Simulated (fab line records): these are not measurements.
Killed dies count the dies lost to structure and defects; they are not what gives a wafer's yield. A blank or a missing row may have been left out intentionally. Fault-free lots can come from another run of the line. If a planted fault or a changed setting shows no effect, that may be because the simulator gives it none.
Struck lot and sound lot, side by side	flow n5_finfet	44 steps out of a route of 1938
Sound: wafers L159.2, L159.3, L159.5. Struck: wafer L177.2. (L177.1 of the same lot was not struck and is left out.) The cause comes at the end.
Per side, at each step with rows, come the tool, then ch with its chambers, and then its first start. Under that, the readings that differ: sound wafers	struck wafers	difference of the means	sigmas: that difference in standard deviations of wafers without a fault.
alike: words and numbers the same on both sides, and readings whose means are apart by under 2 such deviations; not compared: readings that were withheld, readings missing a value for some wafer, numbers with overlapping values and no deviation given by the record, and bounds like >300 which may hide the same value.
A row with sigmas, a row that says differs or no value, or rows on one side alone: a step with any of these is where the two part. Numbers that don't overlap but have no deviation are shown without sigmas and don't part them. A reading missing from all wafers of one side parts the sides only when that side holds two or more wafers.

first, 4 steps without rows for these wafers: N5_FIN_CUT_STRIP_22 (strips in N2/H2); N5_FIN_CUT_PRECLEAN_36 (cleans in O3/DIW, time 60 s); N5_FIN_CUT_SRD_32 (time 30 s); N5_FIN_CUT_UV_OZONE_34 (time 120 s).
N5_FIN_CUT_INSPECT_17: inspects for defects (brightfield).
  struck on defect_inspect-01, day 7 09:42; sound on defect_inspect-02, day 2 23:14
  alike: raw_defect_count
then, 4 steps without rows for these wafers: N5_STI_FIN_REVEAL_ALD_00 (deposits SiO2, target thk 1 nm, pulse time 1 s); N5_STI_FIN_REVEAL_ALD_14 (deposits Si3N4, target thk 3 nm); N5_STI_FIN_REVEAL_FCVD_FILL_01 (material SiO2 flowable, target thk 312 nm, time 512.2 s); N5_STI_FIN_REVEAL_DENSIFY_02 (time 1800 s).
N5_STI_FIN_REVEAL_CMP_04: polishes, stops on Si3N4, t overpolish 4 s, target thk 131.83 nm.
  sound on cmp-04 ch 0,1,3, day 3 04:22; struck on cmp-02 ch 2, day 7 14:52
  alike: motor_current_A, overpolish_run_s, time_to_endpoint_s
N5_STI_FIN_REVEAL_THK_MEAS_05:
  struck on film_metro-02, day 7 15:07; sound on film_metro-01, day 3 04:40
  alike: thk_nm
N5_STI_FIN_REVEAL_DENSIFY_30:
  sound on rtp_anneal-02 ch 0, day 3 04:58; struck on rtp_anneal-02 ch 0, day 7 15:19
  alike: lamp_power_pct
  not compared: wafer_temp_C_max
N5_STI_FIN_REVEAL_ETCHBACK_08: etches SiO2 in C4F6/O2, target depth 30.5 nm, time 10.167 s.
  sound on rie_diel-06 ch 2,3, day 3 05:09; struck on rie_diel-02 ch 0, day 7 15:32
reading	sound	struck	difference	sigmas
oes_product_au (a.u.)	0.69 0.69 0.69	1.23	+0.54	+6
  alike: O2_flow_sccm, drypump_motor_current_A, rf_vpp_V, showerhead_plenum_p_Torr, throttle_valve_pct
  not compared: rf_hours_counter_h
N5_STI_FIN_REVEAL_STRIP_24: strips in N2/H2, time 90 s.
  sound on rie_diel-06 ch 2,3, day 3 05:11; struck on rie_diel-02 ch 0, day 7 15:34
reading	sound	struck	difference	sigmas
oes_product_au (a.u.)	0.70 0.67 0.70	0.95	+0.26	+3
throttle_valve_pct (%)	12.70 12.36 12.70	11.98	-0.61	-2
  alike: drypump_motor_current_A, n2_flow_sccm, rf_vpp_V, showerhead_plenum_p_Torr
  not compared: rf_hours_counter_h
then, 7 steps without rows for these wafers: N5_STI_FIN_REVEAL_PRECLEAN_25 (cleans in SPM, time 90 s); N5_STI_FIN_REVEAL_PRECLEAN_26 (cleans in SC1, time 45 s); N5_STI_FIN_REVEAL_PRECLEAN_29 (cleans in DHF, time 30 s); N5_STI_FIN_REVEAL_SRD_12 (time 30 s); N5_STI_FIN_REVEAL_RECESS_09 (chemistry HF/NH3, target SiO2, afs cycles 11, target depth 42.5 nm, sublimation time 60 s); N5_STI_FIN_REVEAL_STRIP_16 (strips SiNx in H3PO4, target depth 23.8 nm); N5_STI_FIN_REVEAL_PRECLEAN_17 (cleans in NF3:NH3, afs cycles 1, time 20 s, sublimation time 60 s).
N5_STI_FIN_REVEAL_ETCH_34: etches Si in H2, material Si, target depth 0.97 nm.
  sound on rie_si-05 ch 1,3, day 3 07:31; struck on rie_si-03 ch 0, day 7 17:52
  alike: drypump_motor_current_A, oes_product_au, throttle_valve_pct
  not compared: rf_hours_counter_h
then, 7 steps without rows for these wafers: N5_STI_FIN_REVEAL_OXIDATION_31 (chemistry O2 PLASMA REMOTE, time 20 s); N5_STI_FIN_REVEAL_PRECLEAN_32 (cleans in NF3:NH3, afs cycles 1, time 20 s, sublimation time 60 s); N5_STI_FIN_REVEAL_STRIP_35 (strips Si3N4 in H3PO4, target depth 4 nm, time 39 s); N5_STI_FIN_REVEAL_SRD_21 (time 30 s); N5_STI_FIN_REVEAL_OXIDATION_33 (chemistry O2 PLASMA REMOTE, time 20 s); N5_STI_FIN_REVEAL_CLEAN_19 (cleans in O3/DIW, time 120 s); N5_STI_FIN_REVEAL_SRD_23 (time 30 s).
N5_STI_FIN_REVEAL_CD_MEAS_22: target cd 6.238 nm, pitch 28 nm.
  struck on cd_sem-03, day 7 18:26; sound on cd_sem-02, day 3 08:06
  alike: cd_nm
N5_STI_FIN_REVEAL_FIN_H_MEAS_10:
  struck on ocd-01, day 7 18:28; sound on ocd-02, day 3 08:08
reading	sound	struck	difference	sigmas
trench_depth_nm (nm)	51.8 52.7 51.2	66.8	+14.9	+17
then, 2 steps without rows for these wafers: N5_STI_FIN_REVEAL_PRECLEAN_18 (cleans in SC2, time 45 s); N5_STI_FIN_REVEAL_SRD_28 (time 30 s).
N5_STI_FIN_REVEAL_INSPECT_13: inspects for defects (darkfield).
  struck on defect_inspect-02, day 7 18:34; sound on defect_inspect-02, day 3 08:13
  alike: raw_defect_count
then, 2 steps without rows for these wafers: N5_DUMMY_GATE_PRECLEAN_00 (cleans in O3/DIW, time 60 s); N5_DUMMY_GATE_SRD_01 (time 30 s).
N5_DUMMY_GATE_ALD_02: deposits SiO2, target thk 2 nm, pulse time 1 s.
  sound on ald_sin-03 ch 0,2,3, day 3 08:19; struck on ald_sin-01 ch 2, day 7 18:40
  alike: heater_power_w, precursor_pulse_height_rel
  not compared: since_wet_clean_h
then, 4 steps without rows for these wafers: N5_DUMMY_GATE_CVD_03 (deposits a-Si from SiH4, target thk 150 nm, time 8042 s); N5_DUMMY_GATE_PRECLEAN_46 (cleans in DIW, time 89.5 s); N5_DUMMY_GATE_SRD_47 (dry time 32 s); N5_DUMMY_GATE_CMP_04 (polishes a-Si).
N5_DUMMY_GATE_THK_MEAS_05:
  struck on film_metro-02, day 7 22:44; sound on film_metro-02, day 3 12:23
  alike: thk_nm
-- here the record skips 6 days between the struck wafers' starts before and after, leaving off in module DUMMY_GATE and picking up in module BEOL_M4 (first step shown: number 1111 of the route) --
N5_BEOL_M4_RC_MEAS_101:
  sound on prober-02 ch 0, day 8 14:30; struck on prober-01 ch 0, day 13 14:28
reading	sound	struck	difference	sigmas
ION_N (uA/um)	659 702 675	750	+71	+5
  alike: DIBL_N, DIBL_P, IOFF_N, IOFF_P, ION_P, SS_N, SS_P, VT_N, VT_P
-- here the record skips 4 days between the struck wafers' starts before and after, leaving off in module BEOL_M4 and picking up in module PASSIVATION (first step shown: number 1936 of the route) --
N5_PASSIVATION_PROBE_49:
  struck on prober-01, day 17 20:59; sound on prober-01, day 12 19:17
  alike: defect_limited_yield, killed_at_M0_to_M3, killed_at_M4_up, killed_at_contacts, killed_at_front_end, killed_at_other, killed_dies, killed_open, killed_short, sort_bin_5_function, sort_bin_6_memory, sort_n_pass, sort_yield_pct

== WHERE THEY PART ==
Last at N5_BEOL_M4_RC_MEAS_101 as far as this record goes, first at N5_STI_FIN_REVEAL_ETCHBACK_08. Later steps at which nothing parts them and some readings are alike: N5_PASSIVATION_PROBE_49.

WHY: the cause the simulator had injected
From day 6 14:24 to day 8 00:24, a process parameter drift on rie_diel-02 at N5_STI_FIN_REVEAL_ETCHBACK_08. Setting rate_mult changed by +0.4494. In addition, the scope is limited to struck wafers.
